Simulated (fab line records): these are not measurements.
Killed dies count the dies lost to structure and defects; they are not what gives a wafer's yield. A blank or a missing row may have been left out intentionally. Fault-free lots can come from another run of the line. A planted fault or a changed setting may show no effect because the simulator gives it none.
Comparing a struck lot with a sound one / flow nandHarc / 17 steps out of a route of 1159
Sound: wafers L316.1, L316.2, L316.6. Wafers struck: L324.1, L324.2, L324.3. Last of all comes the cause.
For every step that has rows: the tool of each side, followed by ch and its chambers, followed by its first start. Under that, the readings that differ: sound wafers / struck wafers / difference of the means / sigmas: that difference in standard deviations of wafers without a fault.
alike: words and numbers the same on both sides, and readings whose means are apart by under 2 such deviations; not compared: readings that were withheld, readings missing a value for some wafer, numbers with overlapping values and no deviation given by the record, and bounds like >300 which may hide the same value.
A row with sigmas, a row that says differs or no value, or rows on one side alone: a step with any of these is where the two part. Numbers that don't overlap but have no deviation are shown without sigmas and don't part them. A reading that every wafer of one side lacks parts them only if that side has two wafers or more.

NHARC_A_CONTACT_ETCH_106: etches the open film in CF4/O2, target depth 60 nm, overetch 6 nm, time 33 s.
  sound on rieDiel-12 ch 0,2,3, day 19 07:38; struck on rieDiel-10 ch 1,2,3, day 21 05:19
reading=rfVppV (V); sound=199.8 199.5 199.5; struck=196.1 195.2 195.0; difference=-4.2; sigmas=-3
reading=showerheadPlenumPTorr (Torr); sound=1.36 1.35 1.39; struck=1.24 1.30 1.26; difference=-0.10; sigmas=-2
  alike: drypumpMotorCurrentA, oes_o_777_au, oesProductAu, throttleValvePct
  not compared: rfHoursCounterH
NHARC_A_CONTACT_STRIP_82: strips in O2.
  sound: rieDiel-12 ch 0,1,2; struck: rieDiel-10 ch 1,2,3
  alike: drypumpMotorCurrentA, oesProductAu, rfVppV, showerheadPlenumPTorr, throttleValvePct
  not compared: rfHoursCounterH
then, 1 step without rows for these wafers: NHARC_A_CONTACT_STRIP_83 (strips in post etch residue remover, time 600 s).
NHARC_A_CONTACT_DEP_84: deposits aC, target thk 2000 nm.
  sound on aclDep-02 ch 0, day 19 08:16; struck on aclDep-02 ch 0, day 21 08:49
  alike: throttleValvePct
NHARC_A_CONTACT_DEP_85: deposits SiON, target thk 50 nm.
  sound on pecvd-02 ch 0,1,2, day 19 09:32; struck on pecvd-03 ch 0,1,2, day 21 10:05
  alike: chamberPressureTorr, heaterPowerW
then, 7 steps without rows for these wafers: NHARC_A_CONTACT_DEHYDRATE_00 (time 120 s); NHARC_A_CONTACT_HMDS_01 (time 30 s); NHARC_A_CONTACT_COAT_86 (time 75 s); NHARC_A_CONTACT_COAT_87 (time 65 s); NHARC_A_CONTACT_COAT_02 (resist thk 90 nm); NHARC_A_CONTACT_SOFTBAKE_03 (time 55 s); NHARC_A_CONTACT_EBR_04.
NHARC_A_CONTACT_EXPOSE_05: exposes mask A CC.
  sound on arfiScanner-01 ch 0, day 19 10:07; struck on arfiScanner-01 ch 0, day 21 10:40
reading=exposureDoseMJCm2; sound=84.26 84.29 84.46; struck=112.97 112.96 113.01; difference=+28.64; sigmas=+99 or more
  alike: mask
then, 2 steps without rows for these wafers: NHARC_A_CONTACT_PEB_06 (peb time 65 s); NHARC_A_CONTACT_DEVELOP_07 (develop time 35 s).
NHARC_A_CONTACT_CD_MEAS_08 targets a cd of 100 nm.
  sound on cdSem-02 ch 0, day 19 10:16; struck on cdSem-03 ch 0, day 21 10:48
reading=cdNm (nm); sound=99.7 98.4 99.7; struck=124.1 123.7 122.4; difference=+24.1; sigmas=+41
NHARC_A_CONTACT_OVL_MEAS_09:
  struck on overlay-01, day 21 10:53; sound on overlay-02, day 19 10:21
  alike: overlayXNm, overlayYNm

WHERE THEY PART
First at NHARC_A_CONTACT_ETCH_106; last, within this record, at NHARC_A_CONTACT_CD_MEAS_08. Later steps at which nothing parts them and some readings are alike: NHARC_A_CONTACT_OVL_MEAS_09.

WHY: what the simulator had put in
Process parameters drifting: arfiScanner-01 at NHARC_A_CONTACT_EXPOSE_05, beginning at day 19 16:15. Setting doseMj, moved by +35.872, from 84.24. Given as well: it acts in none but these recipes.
